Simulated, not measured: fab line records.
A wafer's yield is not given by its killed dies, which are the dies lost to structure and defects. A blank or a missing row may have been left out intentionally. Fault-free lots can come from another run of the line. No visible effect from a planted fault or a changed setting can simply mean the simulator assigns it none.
A struck lot beside a sound one | flow nandHarc | 14 out of 1302 route steps
Sound: the wafers L142.2, L142.4, L142.5. Wafers L154.1, L154.4, L154.6 were the ones struck. Last of all comes the cause.
For every step that has rows: the tool of each side, followed by ch and its chambers, followed by its first start. Under that, the readings that differ: sound wafers | struck wafers | difference of the means | sigmas: that difference in standard deviations of wafers without a fault.
alike: a reading whose means differ by less than 2 such deviations, as well as words and numbers matching on both sides. not compared: withheld readings; readings where some wafer has no value; bounds like >300 that might hide an equal value; numbers whose values overlap and for which the record gives no deviation.
Wherever a step has rows on one side only, a row that says differs or no value, or a row with sigmas, the two part there. Non-overlapping numbers with no deviation appear without sigmas and do not part them. A reading missing from all wafers of one side parts the sides only when that side holds two or more wafers.

first, 5 steps without rows for these wafers: NHARC_A_SLIT_SOFTBAKE_04 (time 55 s); NHARC_A_SLIT_EBR_05; NHARC_A_SLIT_EXPOSE_06 (exposes mask SLIT); NHARC_A_SLIT_PEB_07 (peb time 65 s); NHARC_A_SLIT_DEVELOP_08 (develop time 35 s).
NHARC_A_SLIT_CD_MEAS_09: the cd target is 300 nm.
  sound on cdSem-01 ch 0, day 23 07:04; struck on cdSem-02 ch 0, day 27 21:55
  alike: cdNm
NHARC_A_SLIT_OVL_MEAS_10:
  sound on overlay-02, day 23 07:09; struck on overlay-01, day 27 22:01
reading         | sound       | struck         | difference | sigmas
overlayXNm (nm) | 1.1 0.9 0.9 | -1.0 -1.0 -1.2 | -2.0       | -2
  alike: overlayYNm
NHARC_A_SLIT_INSPECT_11:
  sound on defectInspect-01, day 23 07:11; struck on defectInspect-02, day 27 22:02
  alike: rawDefectCount
NHARC_A_SLIT_DESCUM_14: chemistry O2, time 3 s.
  sound on rieDiel-03 ch 0,2,3, day 23 07:15; struck on rieDiel-03 ch 0,2,3, day 27 22:07
  alike: drypumpMotorCurrentA, oesProductAu, rfVppV, showerheadPlenumPTorr, throttleValvePct
  not compared: rfHoursCounterH
NHARC_A_SLIT_ETCH_24: etches the open film in CF4/CHF3, target depth 121 nm, time 60.5 s.
  sound on rieDiel-03 ch 0,1,3, day 23 07:20; struck on rieDiel-03 ch 1,3, day 27 22:11
  alike: biasW, cf4FlowSccm, drypumpMotorCurrentA, oesProductAu, rfVppV, showerheadPlenumPTorr, throttleValvePct
  not compared: rfHoursCounterH
NHARC_A_SLIT_ETCH_15: etches the open film in O2/COS, target depth 6200 nm, time 1612 s.
  sound on rieDiel-03 ch 0,2; struck on rieDiel-03 ch 2,3
  alike: biasW, chamberPressureMTorr, drypumpMotorCurrentA, oesProductAu, rfVppV, showerheadPlenumPTorr, throttleValvePct
  not compared: rfHoursCounterH
NHARC_A_SLIT_ETCH_17: etches the open film in C4F8/O2/Ar, time 4254.5 s, target depth 20300 nm.
  sound on harEtch-01 ch 0,1, day 23 08:30; struck on harEtch-02 ch 1, day 27 23:22
  alike: c4f8FlowSccm, chamberPressureMTorr, drypumpMotorCurrentA, showerheadPlenumPTorr, throttleValvePct
  not compared: rfHoursCounterH
NHARC_A_SLIT_ETCH_26: etches the open film in C4F8/O2/Ar, time 90 s, target depth 400 nm.
  sound on harEtch-01 ch 0,1, day 23 12:08; struck on harEtch-02 ch 1, day 28 02:59
  no value came back on the struck wafers for any of 5 readings (biasV (V), c4f8FlowSccm (sccm) and others); on the sound wafers biasV (V) reads 406 389 402
  not compared: rfHoursCounterH
then, 1 step without rows for these wafers: NHARC_A_SLIT_STRIP_28 (strips in O2/COS).

== WHERE THEY PART ==
Last at NHARC_A_SLIT_ETCH_26 as far as this record goes, first at NHARC_A_SLIT_OVL_MEAS_10.

WHY: the cause the simulator had injected
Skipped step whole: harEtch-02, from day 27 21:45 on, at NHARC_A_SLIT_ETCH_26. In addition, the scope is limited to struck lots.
